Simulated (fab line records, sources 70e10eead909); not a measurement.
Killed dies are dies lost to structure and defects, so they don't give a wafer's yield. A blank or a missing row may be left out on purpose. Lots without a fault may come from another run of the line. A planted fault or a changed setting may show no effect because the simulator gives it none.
Which tool did it? | flow nand_harc | 7 lots, 21 wafers sampled, at 3 steps of a route of 1302

WHAT THE GAUGES READ, wafer by wafer
NHARC_A_ONON_D1_THK_MEAS_18: measures by ellipsometry.
lot  | measured     | on            | thk_nm (nm)
L853 | day 9 14:28  | film_metro-02 | 1016 1018 1016
L856 | day 10 12:27 | film_metro-01 | 1018 1497 1021
L865 | day 14 06:32 | film_metro-02 | 1004 1007 1005
L866 | day 14 22:58 | film_metro-02 | 1002 1002 1003
L868 | day 15 21:08 | film_metro-02 | 995 997 995
L870 | day 16 03:54 | film_metro-01 | 1024 1025 1025
L873 | day 17 16:52 | film_metro-01 | 1001 1002 1000

WHICH TOOL RAN EACH LOT (tool, then ch and the chambers of the sampled wafers, then the start)
lot  | NHARC_A_ZERO_WELL_ETCH_13        | NHARC_A_ONON_D1_DEP_16
L853 | rie_si-05 ch 0,2,3, day 8 05:52  | pecvd_onon-02 ch 0, day 9 13:57
L856 | rie_si-05 ch 0,2,3, day 9 05:16  | pecvd_onon-01 ch 0, day 10 11:57
L865 | rie_si-04 ch 0,1, day 12 21:55   | pecvd_onon-01 ch 0, day 14 06:05
L866 | rie_si-04 ch 0,2,3, day 13 09:55 | pecvd_onon-01 ch 0, day 14 22:27
L868 | rie_si-02 ch 0,3, day 14 11:52   | pecvd_onon-01 ch 0, day 15 20:47
L870 | rie_si-05 ch 0,2,3, day 14 22:06 | pecvd_onon-02 ch 0, day 16 03:23
L873 | rie_si-05 ch 0,2, day 16 06:56   | pecvd_onon-01 ch 0, day 17 16:20
- NHARC_A_ZERO_WELL_ETCH_13: etches the open film in HBr/Cl2, target depth 120 nm, time 40.1 s.
- NHARC_A_ONON_D1_DEP_16: target thk 1000 nm.

THE ANSWER, worked out from the rows above alone
Rule: what is usual is taken from the lots themselves. Put in order of their means at a reading, lots are off if they are a third of the lots or fewer, leave a main group of 4 or more, and stand apart from it by a gap of 3 or more times the standard deviation of the main group's means; of several such gaps the widest counts. A main group whose means are all the same, to the digits that the tables above print for the reading, isn't used. A lot without any number at a reading at which 4 lots or more have one is off too. The other lots that the step has rows for count as sound.
Off: L856, at NHARC_A_ONON_D1_THK_MEAS_18 (thk_nm). The main group: mean 1008 nm, standard deviation 9.9.
A tool fits if, at a process step before that reading, it ran every lot that is off, and no sound lot after the first of them. The gauges at NHARC_A_ONON_D1_THK_MEAS_18 are tried like those tools. None of those tried fits.

WHAT THE SIMULATOR HAD PUT IN
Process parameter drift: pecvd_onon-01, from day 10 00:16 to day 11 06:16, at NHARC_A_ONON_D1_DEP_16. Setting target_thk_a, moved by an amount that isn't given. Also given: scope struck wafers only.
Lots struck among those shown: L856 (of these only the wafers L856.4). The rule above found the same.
